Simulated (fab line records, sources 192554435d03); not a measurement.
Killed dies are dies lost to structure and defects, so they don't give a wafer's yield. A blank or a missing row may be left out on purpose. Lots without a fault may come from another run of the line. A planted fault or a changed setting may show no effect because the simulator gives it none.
Problem report in the 8D (eight disciplines) form, filled by code | flow n5_finfet | the parts of the form that need people (team, actions taken, sign-off) are left out

1. THE PROBLEM
rf_fwd_power_W at N5_FIN_SAQP_ETCH_69 reads a mean of 1357.3 W on 6 wafers of 2 lots; wafers without a fault read 844.2 W with a standard deviation of 3. That is +99 or more standard deviations from the usual mean.
The step: etches SOC in N2/H2, stops on SiNx, target depth 150 nm.
First seen on wafer L586.4, day 5 07:24, on rie_diel-03. The record holds 18 wafers of 6 lots with a number at this step. Rule for "out", or "out of limits": more than 4 standard deviations from the usual mean. The other wafers with a number count as sound.

2. WHAT IT IS AND WHAT IT IS NOT
question                    | is                       | is not
which readings at this step | rf_fwd_power_W, rf_vpp_V | drypump_motor_current_A, oes_product_au, showerhead_plenum_p_Torr, throttle_valve_pct
which lots                  | L586, L590               | L576, L584, L591, L596
which wafers of those lots  | all that have a number   | -
read on which tools         | rie_diel-03              | rie_diel-01, rie_diel-05
when                        | from day 5 07:24         | up to then (6 sound wafers); but 6 sound wafers of L591, L596 came after

3. SUSPECTS, AND WHAT RULES EACH OUT
Counting: a tool at a process step up to the reading stays a suspect if it ran every lot that is out and no sound lot after the first of them.
- vapor_etch-02 at N5_FIN_SAQP_RECESS_75 (chemistry HF/NH3, target SiO2, target depth 14.4 nm, afs cycles 3, sublimation time 60 s): ruled out as a lasting fault. Sound lots L591 ran on it after its first lot that is out, L586 (day 5 05:27).
- rie_diel-05 at N5_FIN_SAQP_SPACER1_ETCHBACK_25 (etches SiO2 in CHF3/O2, target depth 24.4 nm, time 12.2 s): ruled out as a lasting fault. Sound lots L591 ran on it after its first lot that is out, L586 (day 5 06:26).
- rie_si-03 at N5_FIN_SAQP_MANDREL1_REMOVE_56 (chemistry HBr/Cl2/O2, target a-Si, stops on SiNx, bt time 10 s): kept. It ran every lot that is out, first L586 (day 5 06:32), and no sound lot after that.
- rie_diel-03 at N5_FIN_SAQP_ETCH_69 (etches SOC in N2/H2, stops on SiNx, target depth 150 nm): kept. It ran every lot that is out, first L586 (day 5 07:24), and no sound lot after that; its last sound lot up to then is L576 (day 2 20:04). Its own readings are out on those wafers: rf_fwd_power_W, rf_vpp_V.
Left after counting: rie_si-03 at N5_FIN_SAQP_MANDREL1_REMOVE_56, rie_diel-03 at N5_FIN_SAQP_ETCH_69.

4. THE CAUSE (what the simulator had put in)
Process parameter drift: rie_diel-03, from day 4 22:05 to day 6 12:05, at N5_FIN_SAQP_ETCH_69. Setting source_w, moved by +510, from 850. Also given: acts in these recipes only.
Counting left 2 suspects, and this tool is among them.

5. THE CHAIN OF EFFECTS, in route order
Each row: a reading whose mean over the struck wafers that have a number lies more than 3 standard deviations from the usual. Only readings for which the record gives a usual standard deviation are gone through. hours: the time from each lot's start at the first step in this table that gives one to its start at this step, as a median over the lots. sigmas: the change in usual standard deviations.
hours | step                | reading        | usual   | on struck wafers | change | sigmas
0     | N5_FIN_SAQP_ETCH_69 | rf_fwd_power_W | 844.2 W | 1357.3           | +513.1 | +99 or more
0     | N5_FIN_SAQP_ETCH_69 | rf_vpp_V       | 240.8 V | 205.9            | -34.9  | -22
The process steps in it:
- N5_FIN_SAQP_ETCH_69: etches SOC in N2/H2, stops on SiNx, target depth 150 nm.

6. WHAT WOULD HAVE CAUGHT IT SOONER
In this record the first reading out of limits was taken at day 5 07:24, 9 hours after the fault began at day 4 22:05.
